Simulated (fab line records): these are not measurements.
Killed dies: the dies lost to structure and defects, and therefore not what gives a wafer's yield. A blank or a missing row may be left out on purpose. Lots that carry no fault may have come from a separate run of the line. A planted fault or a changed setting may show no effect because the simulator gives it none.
fab line records / flow n5_finfet / part 2 of 2: steps 21 to 30 of 30
[record] lots = 5 wafers = 15 last_day = 16
route steps=1938 shown MIM_BOT_ETCH@1872 PASS1_CAP@1873 TV_LITHO@1875 TV_OPEN@1887 PAD_METAL@1893 PASSIVATION@1897
lots with no fault: from the same line, run without faults
start_h: the number of hours between the record's first day and the start of the first shown wafer of the lot / wait_h: time in hours since the lot's previous step / " as in the row above / L1.1+2: several wafers, shown together as one row / - no value present, or no start provided / * or withheld: withheld / < > ~ a bound
route shown NAME@n: names a module that has steps shown in the file, with the first one's number in the route / usual: average and standard deviation across the fault-free wafers / same: alike in all rows / chamber/n: place in a boat / sites: the reading at each site / _std_site: the values' standard deviation / _edge_site: the outer-site mean with the inner-site mean subtracted / radius_mm: how far each site lies from the wafer's centre / mask NAME#n: copy n / behind: tool/chamber where the wafer was last shaped / hold: why the lot was held/for how many hours/how that ended / device: names the non-switching transistor (n, p or np) / end of line: the same wafers' tests at the end of the route / for a step that has no rows: nothing shown but its recipe / killed: the dies lost at the first sort to structure and to defects; this is not the yield of the wafer / map: a wafer's dies, x killed, . not, _ none there
set.NAME: setting as actually run; set.NAME@STEP: the setting as run at that earlier step / model.NAME: the simulator's own value behind a step, which no gauge read
lots at some steps of the route; a table a step, a row a wafer
services: the hour from which a tool's chamber was out of use, counted from the record's first day as start_h (under 0 if before that day), plus the number of hours and why
[[steps]]
[step N5_PASSIVATION_SRD_17]
[recipe] time_s = 30 temp_c = 23 rinse_liquid = diw dry = n2_spin spin_rpm = 1500 dry_time_s = 30
lot.wafer=L076.3+5+6 tool=wet_bench-03 chamber=7,6,1 start_h=298.82 wait_h=0.0
lot.wafer=L085.2+3+6 tool=wet_bench-03 chamber=7,3,0 start_h=358.53 wait_h=0.0
lot.wafer=L089.1+2+3 tool=wet_bench-03 chamber=5,7,2 start_h=362.41 wait_h=0.0
lot.wafer=L087.4+5+6 tool=wet_bench-04 chamber=0,7,5 start_h=368.18 wait_h=0.0
lot.wafer=L091.2+4+5 tool=wet_bench-03 chamber=6,4,3 start_h=374.15 wait_h=0.0
[step N5_PASSIVATION_DEGAS_18]
[recipe] ambient = vacuum temp_c = 300 time_s = 60
[usual] heater_power_w = 443/31 susceptor_temp_C = 300.00/0.16
lot.wafer=L076.3 tool=pvd_sputter-01 chamber=- start_h=299.01 wait_h=0.2 heater_power_w=420 susceptor_temp_C=300.07
lot.wafer=L076.5 tool=pvd_sputter-01 chamber=- start_h=299.01 wait_h=0.2 heater_power_w=427 susceptor_temp_C=299.95
lot.wafer=L076.6 tool=pvd_sputter-01 chamber=- start_h=299.01 wait_h=0.2 heater_power_w=468 susceptor_temp_C=300.16
lot.wafer=L085.2 tool=pvd_sputter-03 chamber=- start_h=358.86 wait_h=0.3 heater_power_w=478 susceptor_temp_C=299.83
lot.wafer=L085.3 tool=pvd_sputter-03 chamber=- start_h=358.86 wait_h=0.3 heater_power_w=444 susceptor_temp_C=300.15
lot.wafer=L085.6 tool=pvd_sputter-03 chamber=- start_h=358.86 wait_h=0.3 heater_power_w=440 susceptor_temp_C=300.30
lot.wafer=L089.1 tool=pvd_sputter-01 chamber=- start_h=362.67 wait_h=0.2 heater_power_w=474 susceptor_temp_C=300.26
lot.wafer=L089.2 tool=pvd_sputter-01 chamber=- start_h=362.67 wait_h=0.2 heater_power_w=423 susceptor_temp_C=300.02
lot.wafer=L089.3 tool=pvd_sputter-01 chamber=- start_h=362.67 wait_h=0.2 heater_power_w=478 susceptor_temp_C=300.14
lot.wafer=L087.4 tool=pvd_sputter-01 chamber=- start_h=368.30 wait_h=0.1 heater_power_w=476 susceptor_temp_C=299.65
lot.wafer=L087.5 tool=pvd_sputter-01 chamber=- start_h=368.30 wait_h=0.1 heater_power_w=462 susceptor_temp_C=300.04
lot.wafer=L087.6 tool=pvd_sputter-01 chamber=- start_h=368.30 wait_h=0.1 heater_power_w=465 susceptor_temp_C=300.02
lot.wafer=L091.2 tool=pvd_sputter-02 chamber=- start_h=374.55 wait_h=0.4 heater_power_w=498 susceptor_temp_C=300.03
lot.wafer=L091.4 tool=pvd_sputter-02 chamber=- start_h=374.55 wait_h=0.4 heater_power_w=414 susceptor_temp_C=300.04
lot.wafer=L091.5 tool=pvd_sputter-02 chamber=- start_h=374.55 wait_h=0.4 heater_power_w=402 susceptor_temp_C=299.93
[step N5_PASSIVATION_PRE_CLEAN_19]
[recipe] gas = H2/He time_s = * temp_c = *
[usual] heater_power_w = 442/31 susceptor_temp_C = *
lot.wafer=L076.3 tool=pvd_sputter-01 chamber=- start_h=299.05 wait_h=0.0 heater_power_w=415 susceptor_temp_C=*
lot.wafer=L076.5 tool=pvd_sputter-01 chamber=- start_h=299.05 wait_h=0.0 heater_power_w=423 susceptor_temp_C=*
lot.wafer=L076.6 tool=pvd_sputter-01 chamber=- start_h=299.05 wait_h=0.0 heater_power_w=462 susceptor_temp_C=*
lot.wafer=L085.2 tool=pvd_sputter-03 chamber=- start_h=358.90 wait_h=0.0 heater_power_w=475 susceptor_temp_C=*
lot.wafer=L085.3 tool=pvd_sputter-03 chamber=- start_h=358.90 wait_h=0.0 heater_power_w=445 susceptor_temp_C=*
lot.wafer=L085.6 tool=pvd_sputter-03 chamber=- start_h=358.90 wait_h=0.0 heater_power_w=440 susceptor_temp_C=*
lot.wafer=L089.1 tool=pvd_sputter-01 chamber=- start_h=362.71 wait_h=0.0 heater_power_w=473 susceptor_temp_C=*
lot.wafer=L089.2 tool=pvd_sputter-01 chamber=- start_h=362.71 wait_h=0.0 heater_power_w=414 susceptor_temp_C=*
lot.wafer=L089.3 tool=pvd_sputter-01 chamber=- start_h=362.71 wait_h=0.0 heater_power_w=472 susceptor_temp_C=*
lot.wafer=L087.4 tool=pvd_sputter-01 chamber=- start_h=368.34 wait_h=0.0 heater_power_w=481 susceptor_temp_C=*
lot.wafer=L087.5 tool=pvd_sputter-01 chamber=- start_h=368.34 wait_h=0.0 heater_power_w=470 susceptor_temp_C=*
lot.wafer=L087.6 tool=pvd_sputter-01 chamber=- start_h=368.34 wait_h=0.0 heater_power_w=469 susceptor_temp_C=*
lot.wafer=L091.2 tool=pvd_sputter-02 chamber=- start_h=374.59 wait_h=0.0 heater_power_w=509 susceptor_temp_C=*
lot.wafer=L091.4 tool=pvd_sputter-02 chamber=- start_h=374.59 wait_h=0.0 heater_power_w=425 susceptor_temp_C=*
lot.wafer=L091.5 tool=pvd_sputter-02 chamber=- start_h=374.59 wait_h=0.0 heater_power_w=393 susceptor_temp_C=*
[step N5_PASSIVATION_SPUTTER_20]
[recipe] material = TaN target_thk_a = 500 temp_c = 25 chamber_pressure_pa = 0.4
[usual] susceptor_temp_C = 25.02/0.11 throttle_valve_pct = 30.9/0.87
lot.wafer=L076.3 tool=pvd_sputter-01 chamber=- start_h=299.09 wait_h=0.0 susceptor_temp_C=24.96 throttle_valve_pct=30.4
lot.wafer=L076.5 tool=pvd_sputter-01 chamber=- start_h=299.09 wait_h=0.0 susceptor_temp_C=25.00 throttle_valve_pct=30.5
lot.wafer=L076.6 tool=pvd_sputter-01 chamber=- start_h=299.09 wait_h=0.0 susceptor_temp_C=25.04 throttle_valve_pct=30.3
lot.wafer=L085.2 tool=pvd_sputter-03 chamber=- start_h=358.94 wait_h=0.0 susceptor_temp_C=25.11 throttle_valve_pct=31.2
lot.wafer=L085.3 tool=pvd_sputter-03 chamber=- start_h=358.94 wait_h=0.0 susceptor_temp_C=24.98 throttle_valve_pct=30.6
lot.wafer=L085.6 tool=pvd_sputter-03 chamber=- start_h=358.94 wait_h=0.0 susceptor_temp_C=24.93 throttle_valve_pct=30.6
lot.wafer=L089.1 tool=pvd_sputter-01 chamber=- start_h=362.75 wait_h=0.0 susceptor_temp_C=25.21 throttle_valve_pct=30.2
lot.wafer=L089.2 tool=pvd_sputter-01 chamber=- start_h=362.75 wait_h=0.0 susceptor_temp_C=25.08 throttle_valve_pct=30.4
lot.wafer=L089.3 tool=pvd_sputter-01 chamber=- start_h=362.75 wait_h=0.0 susceptor_temp_C=24.89 throttle_valve_pct=29.8
lot.wafer=L087.4 tool=pvd_sputter-01 chamber=- start_h=368.38 wait_h=0.0 susceptor_temp_C=24.93 throttle_valve_pct=30.5
lot.wafer=L087.5 tool=pvd_sputter-01 chamber=- start_h=368.38 wait_h=0.0 susceptor_temp_C=24.81 throttle_valve_pct=30.2
lot.wafer=L087.6 tool=pvd_sputter-01 chamber=- start_h=368.38 wait_h=0.0 susceptor_temp_C=25.09 throttle_valve_pct=29.9
lot.wafer=L091.2 tool=pvd_sputter-02 chamber=- start_h=374.63 wait_h=0.0 susceptor_temp_C=25.19 throttle_valve_pct=31.8
lot.wafer=L091.4 tool=pvd_sputter-02 chamber=- start_h=374.63 wait_h=0.0 susceptor_temp_C=25.13 throttle_valve_pct=29.5
lot.wafer=L091.5 tool=pvd_sputter-02 chamber=- start_h=374.63 wait_h=0.0 susceptor_temp_C=24.97 throttle_valve_pct=30.8
[step N5_PASSIVATION_AL_DEP_21]
[recipe] material = Al target_thk_a = 28000 temp_c = 400 time_s = 170 power_w = 30000 chamber_pressure_pa = 0.4 gas = Ar
[usual] susceptor_temp_C = 400.00/0.23 throttle_valve_pct = 30.8/0.85
lot.wafer=L076.3 tool=pvd_sputter-01 chamber=- start_h=299.19 wait_h=0.1 susceptor_temp_C=399.90 throttle_valve_pct=30.5
lot.wafer=L076.5 tool=pvd_sputter-01 chamber=- start_h=299.19 wait_h=0.1 susceptor_temp_C=400.04 throttle_valve_pct=30.4
lot.wafer=L076.6 tool=pvd_sputter-01 chamber=- start_h=299.19 wait_h=0.1 susceptor_temp_C=399.69 throttle_valve_pct=30.3
lot.wafer=L085.2 tool=pvd_sputter-03 chamber=- start_h=359.04 wait_h=0.1 susceptor_temp_C=399.73 throttle_valve_pct=31.3
lot.wafer=L085.3 tool=pvd_sputter-03 chamber=- start_h=359.04 wait_h=0.1 susceptor_temp_C=400.11 throttle_valve_pct=30.8
lot.wafer=L085.6 tool=pvd_sputter-03 chamber=- start_h=359.04 wait_h=0.1 susceptor_temp_C=399.85 throttle_valve_pct=30.4
lot.wafer=L089.1 tool=pvd_sputter-01 chamber=- start_h=362.85 wait_h=0.1 susceptor_temp_C=400.16 throttle_valve_pct=30.3
lot.wafer=L089.2 tool=pvd_sputter-01 chamber=- start_h=362.85 wait_h=0.1 susceptor_temp_C=399.79 throttle_valve_pct=30.4
lot.wafer=L089.3 tool=pvd_sputter-01 chamber=- start_h=362.85 wait_h=0.1 susceptor_temp_C=400.23 throttle_valve_pct=29.7
lot.wafer=L087.4 tool=pvd_sputter-01 chamber=- start_h=368.48 wait_h=0.1 susceptor_temp_C=399.84 throttle_valve_pct=30.7
lot.wafer=L087.5 tool=pvd_sputter-01 chamber=- start_h=368.48 wait_h=0.1 susceptor_temp_C=400.09 throttle_valve_pct=30.5
lot.wafer=L087.6 tool=pvd_sputter-01 chamber=- start_h=368.48 wait_h=0.1 susceptor_temp_C=400.06 throttle_valve_pct=29.4
lot.wafer=L091.2 tool=pvd_sputter-02 chamber=- start_h=374.73 wait_h=0.1 susceptor_temp_C=399.90 throttle_valve_pct=31.4
lot.wafer=L091.4 tool=pvd_sputter-02 chamber=- start_h=374.73 wait_h=0.1 susceptor_temp_C=400.25 throttle_valve_pct=29.5
lot.wafer=L091.5 tool=pvd_sputter-02 chamber=- start_h=374.73 wait_h=0.1 susceptor_temp_C=400.01 throttle_valve_pct=30.5
[step N5_PASSIVATION_HMDS_23]
[recipe] time_s = 60 temp_c = 120
[usual] chill_plate_temp_C = 22.98/0.1
lot.wafer=L076.3 tool=litho_track-02 chamber=0 start_h=299.38 wait_h=0.1 chill_plate_temp_C=23.07
lot.wafer=L076.5 tool=litho_track-02 chamber=0 start_h=299.38 wait_h=0.1 chill_plate_temp_C=23.06
lot.wafer=L076.6 tool=litho_track-02 chamber=0 start_h=299.38 wait_h=0.1 chill_plate_temp_C=23.06
lot.wafer=L085.2 tool=litho_track-01 chamber=0 start_h=359.22 wait_h=0.1 chill_plate_temp_C=22.95
lot.wafer=L085.3 tool=litho_track-01 chamber=0 start_h=359.22 wait_h=0.1 chill_plate_temp_C=23.00
lot.wafer=L085.6 tool=litho_track-01 chamber=0 start_h=359.22 wait_h=0.1 chill_plate_temp_C=23.00
lot.wafer=L089.1 tool=litho_track-05 chamber=0 start_h=363.04 wait_h=0.1 chill_plate_temp_C=22.86
lot.wafer=L089.2 tool=litho_track-05 chamber=0 start_h=363.04 wait_h=0.1 chill_plate_temp_C=22.91
lot.wafer=L089.3 tool=litho_track-05 chamber=0 start_h=363.04 wait_h=0.1 chill_plate_temp_C=22.93
lot.wafer=L087.4 tool=litho_track-02 chamber=0 start_h=368.67 wait_h=0.1 chill_plate_temp_C=23.03
lot.wafer=L087.5 tool=litho_track-02 chamber=0 start_h=368.67 wait_h=0.1 chill_plate_temp_C=22.93
lot.wafer=L087.6 tool=litho_track-02 chamber=0 start_h=368.67 wait_h=0.1 chill_plate_temp_C=23.04
lot.wafer=L091.2 tool=litho_track-05 chamber=0 start_h=374.91 wait_h=0.1 chill_plate_temp_C=22.88
lot.wafer=L091.4 tool=litho_track-05 chamber=0 start_h=374.91 wait_h=0.1 chill_plate_temp_C=23.00
lot.wafer=L091.5 tool=litho_track-05 chamber=0 start_h=374.91 wait_h=0.1 chill_plate_temp_C=22.73
[step N5_PASSIVATION_COAT_24]
[recipe] spin_rpm = 3000 resist_thk_nm = withheld
[usual] chill_plate_temp_C = 23.00/0.1
lot.wafer=L076.3 tool=litho_track-02 chamber=0 start_h=- wait_h=- chill_plate_temp_C=23.05
lot.wafer=L076.5 tool=litho_track-02 chamber=0 start_h=- wait_h=- chill_plate_temp_C=23.06
lot.wafer=L076.6 tool=litho_track-02 chamber=0 start_h=- wait_h=- chill_plate_temp_C=23.00
lot.wafer=L085.2 tool=litho_track-01 chamber=0 start_h=- wait_h=- chill_plate_temp_C=23.10
lot.wafer=L085.3 tool=litho_track-01 chamber=0 start_h=- wait_h=- chill_plate_temp_C=22.97
lot.wafer=L085.6 tool=litho_track-01 chamber=0 start_h=- wait_h=- chill_plate_temp_C=23.02
lot.wafer=L089.1 tool=litho_track-05 chamber=0 start_h=- wait_h=- chill_plate_temp_C=22.94
lot.wafer=L089.2 tool=litho_track-05 chamber=0 start_h=- wait_h=- chill_plate_temp_C=22.96
lot.wafer=L089.3 tool=litho_track-05 chamber=0 start_h=- wait_h=- chill_plate_temp_C=22.99
lot.wafer=L087.4 tool=litho_track-02 chamber=0 start_h=- wait_h=- chill_plate_temp_C=22.94
lot.wafer=L087.5 tool=litho_track-02 chamber=0 start_h=- wait_h=- chill_plate_temp_C=22.99
lot.wafer=L087.6 tool=litho_track-02 chamber=0 start_h=- wait_h=- chill_plate_temp_C=22.90
lot.wafer=L091.2 tool=litho_track-05 chamber=0 start_h=- wait_h=- chill_plate_temp_C=23.03
lot.wafer=L091.4 tool=litho_track-05 chamber=0 start_h=- wait_h=- chill_plate_temp_C=23.07
lot.wafer=L091.5 tool=litho_track-05 chamber=0 start_h=- wait_h=- chill_plate_temp_C=23.08
[step N5_PASSIVATION_EBR_26]
[recipe] solvent = PGMEA ebr_width_mm = 1.5
[usual] chill_plate_temp_C = 22.98/0.12
lot.wafer=L076.3 tool=litho_track-02 chamber=0 start_h=- wait_h=- chill_plate_temp_C=22.96
lot.wafer=L076.5 tool=litho_track-02 chamber=0 start_h=- wait_h=- chill_plate_temp_C=22.88
lot.wafer=L076.6 tool=litho_track-02 chamber=0 start_h=- wait_h=- chill_plate_temp_C=22.92
lot.wafer=L085.2 tool=litho_track-01 chamber=0 start_h=- wait_h=- chill_plate_temp_C=23.08
lot.wafer=L085.3 tool=litho_track-01 chamber=0 start_h=- wait_h=- chill_plate_temp_C=23.13
lot.wafer=L085.6 tool=litho_track-01 chamber=0 start_h=- wait_h=- chill_plate_temp_C=23.18
lot.wafer=L089.1 tool=litho_track-05 chamber=0 start_h=- wait_h=- chill_plate_temp_C=23.22
lot.wafer=L089.2 tool=litho_track-05 chamber=0 start_h=- wait_h=- chill_plate_temp_C=23.16
lot.wafer=L089.3 tool=litho_track-05 chamber=0 start_h=- wait_h=- chill_plate_temp_C=23.00
lot.wafer=L087.4 tool=litho_track-02 chamber=0 start_h=- wait_h=- chill_plate_temp_C=22.99
lot.wafer=L087.5 tool=litho_track-02 chamber=0 start_h=- wait_h=- chill_plate_temp_C=23.06
lot.wafer=L087.6 tool=litho_track-02 chamber=0 start_h=- wait_h=- chill_plate_temp_C=23.07
lot.wafer=L091.2 tool=litho_track-05 chamber=0 start_h=- wait_h=- chill_plate_temp_C=23.02
lot.wafer=L091.4 tool=litho_track-05 chamber=0 start_h=- wait_h=- chill_plate_temp_C=22.95
lot.wafer=L091.5 tool=litho_track-05 chamber=0 start_h=- wait_h=- chill_plate_temp_C=22.98
[step N5_PASSIVATION_SOFTBAKE_25]
[recipe] temp_c = 100 time_s = 90
[usual] chill_plate_temp_C = 22.96/0.11
lot.wafer=L076.3 tool=litho_track-02 chamber=0 start_h=- wait_h=- chill_plate_temp_C=22.91
lot.wafer=L076.5 tool=litho_track-02 chamber=0 start_h=- wait_h=- chill_plate_temp_C=22.93
lot.wafer=L076.6 tool=litho_track-02 chamber=0 start_h=- wait_h=- chill_plate_temp_C=22.84
lot.wafer=L085.2 tool=litho_track-01 chamber=0 start_h=- wait_h=- chill_plate_temp_C=23.09
lot.wafer=L085.3 tool=litho_track-01 chamber=0 start_h=- wait_h=- chill_plate_temp_C=23.00
lot.wafer=L085.6 tool=litho_track-01 chamber=0 start_h=- wait_h=- chill_plate_temp_C=23.02
lot.wafer=L089.1 tool=litho_track-05 chamber=0 start_h=- wait_h=- chill_plate_temp_C=22.97
lot.wafer=L089.2 tool=litho_track-05 chamber=0 start_h=- wait_h=- chill_plate_temp_C=23.06
lot.wafer=L089.3 tool=litho_track-05 chamber=0 start_h=- wait_h=- chill_plate_temp_C=22.99
lot.wafer=L087.4 tool=litho_track-02 chamber=0 start_h=- wait_h=- chill_plate_temp_C=23.18
lot.wafer=L087.5 tool=litho_track-02 chamber=0 start_h=- wait_h=- chill_plate_temp_C=23.05
lot.wafer=L087.6 tool=litho_track-02 chamber=0 start_h=- wait_h=- chill_plate_temp_C=23.08
lot.wafer=L091.2 tool=litho_track-05 chamber=0 start_h=- wait_h=- chill_plate_temp_C=22.91
lot.wafer=L091.4 tool=litho_track-05 chamber=0 start_h=- wait_h=- chill_plate_temp_C=22.97
lot.wafer=L091.5 tool=litho_track-05 chamber=0 start_h=- wait_h=- chill_plate_temp_C=22.91
[step N5_PASSIVATION_EXPOSE_27]
[recipe] mask_id = PAD na = 0.55 source_shape = conventional sigma_outer = 0.8 polarization = unpolarized defocus_nm = 0 dose_mj = 32.3
[usual] reticle_temp_C = 23.02/0.12
lot.wafer=L076.3 tool=krf_scanner-01 chamber=0 start_h=299.63 wait_h=- mask=PAD#0 reticle_temp_C=22.96
lot.wafer=L076.5 tool=krf_scanner-01 chamber=0 start_h=299.63 wait_h=- mask=PAD#0 reticle_temp_C=23.02
lot.wafer=L076.6 tool=krf_scanner-01 chamber=0 start_h=299.63 wait_h=- mask=PAD#0 reticle_temp_C=23.02
lot.wafer=L085.2 tool=krf_scanner-01 chamber=0 start_h=359.46 wait_h=- mask=PAD#0 reticle_temp_C=23.23
lot.wafer=L085.3 tool=krf_scanner-01 chamber=0 start_h=359.46 wait_h=- mask=PAD#0 reticle_temp_C=23.07
lot.wafer=L085.6 tool=krf_scanner-01 chamber=0 start_h=359.46 wait_h=- mask=PAD#0 reticle_temp_C=23.12
lot.wafer=L089.1 tool=krf_scanner-02 chamber=0 start_h=363.14 wait_h=- mask=PAD#0 reticle_temp_C=23.07
lot.wafer=L089.2 tool=krf_scanner-02 chamber=0 start_h=363.14 wait_h=- mask=PAD#0 reticle_temp_C=22.98
lot.wafer=L089.3 tool=krf_scanner-02 chamber=0 start_h=363.14 wait_h=- mask=PAD#0 reticle_temp_C=23.09
lot.wafer=L087.4 tool=krf_scanner-02 chamber=0 start_h=368.79 wait_h=- mask=PAD#0 reticle_temp_C=22.99
lot.wafer=L087.5 tool=krf_scanner-02 chamber=0 start_h=368.79 wait_h=- mask=PAD#0 reticle_temp_C=23.06
lot.wafer=L087.6 tool=krf_scanner-02 chamber=0 start_h=368.79 wait_h=- mask=PAD#0 reticle_temp_C=22.98
lot.wafer=L091.2 tool=krf_scanner-01 chamber=0 start_h=375.15 wait_h=- mask=PAD#0 reticle_temp_C=23.04
lot.wafer=L091.4 tool=krf_scanner-01 chamber=0 start_h=375.15 wait_h=- mask=PAD#0 reticle_temp_C=23.01
lot.wafer=L091.5 tool=krf_scanner-01 chamber=0 start_h=375.15 wait_h=- mask=PAD#0 reticle_temp_C=22.99
[[services]]
tool=wet_bench-01 chamber=- start_h=274.09 hours=0.5 kind=repair
tool=rie_diel-04 chamber=2 start_h=277.56 hours=5.6 kind=repair
tool=krf_scanner-02 chamber=- start_h=282.65 hours=3.0 kind=repair
tool=krf_scanner-01 chamber=- start_h=291.20 hours=0.6 kind=repair
tool=krf_scanner-01 chamber=- start_h=300.56 hours=1.0 kind=pm
tool=krf_scanner-02 chamber=- start_h=309.87 hours=1.0 kind=pm
tool=krf_scanner-01 chamber=- start_h=311.61 hours=1.3 kind=pm
tool=krf_scanner-01 chamber=0 start_h=314.37 hours=- kind=calibration
tool=pecvd-01 chamber=0 start_h=320.34 hours=2.1 kind=scheduled_down
tool=krf_scanner-01 chamber=- start_h=320.53 hours=0.3 kind=repair
tool=krf_scanner-02 chamber=0 start_h=324.82 hours=- kind=calibration
tool=rie_diel-03 chamber=3 start_h=325.77 hours=3.3 kind=repair
tool=krf_scanner-02 chamber=- start_h=357.60 hours=0.8 kind=repair
tool=pecvd-01 chamber=- start_h=368.41 hours=6.8 kind=repair
tool=wet_bench-04 chamber=- start_h=373.34 hours=2.0 kind=repair
